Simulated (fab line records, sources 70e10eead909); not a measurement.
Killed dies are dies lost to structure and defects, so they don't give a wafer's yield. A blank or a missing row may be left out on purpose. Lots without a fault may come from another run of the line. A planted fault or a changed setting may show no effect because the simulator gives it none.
Chamber matching | flow nand_harc | NHARC_THIN_TSV_ETCH_15 on rie_si-01: 4 sister chambers
The step target depth 3000 nm, bosch target overetch cycles 2, bosch etch step 2.8 s. 4 wafers are shown with their chamber, then 7 later ones without.

WAFERS WITH THEIR CHAMBER
wafer  | chamber | drypump_motor_current_A (A)
L659.2 | 1       | 5.8
L659.5 | 0       | 5.7
L661.1 | 3       | 6.4
L661.2 | 2       | 5.1

WAFERS WITHOUT THEIR CHAMBER
wafer  | drypump_motor_current_A (A)
L661.5 | 6.4
L662.2 | 5.7
L662.4 | 5.8
L662.6 | 6.3
L667.4 | 5.8
L667.5 | 5.1
L667.6 | 5.8

WHICH CHAMBER EACH WENT THROUGH
wafer  | from the rows above | in truth
L661.5 | 3                   | 3
L662.2 | 0                   | 0
L662.4 | 1                   | 1
L662.6 | 3                   | 3
L667.4 | 1                   | 1
L667.5 | 2                   | 2
L667.6 | 1                   | 1
Placed correctly: 7 of 7. Can't be placed from these rows: 0. Placed wrongly: 0.
How it was worked out, from the rows above alone: a wafer's distance from a chamber is the root of the sum, over the readings, of the square of ((its reading less the chamber's mean) divided by the reading's scatter). The wafer belongs to the nearest chamber; if the next one is less than 2 further off, it can't be placed. A chamber's mean is the mean of its shown wafers. The scatter: with one shown wafer a chamber, the root of the mean of the squares of how far each hidden wafer lies from its nearest shown one.
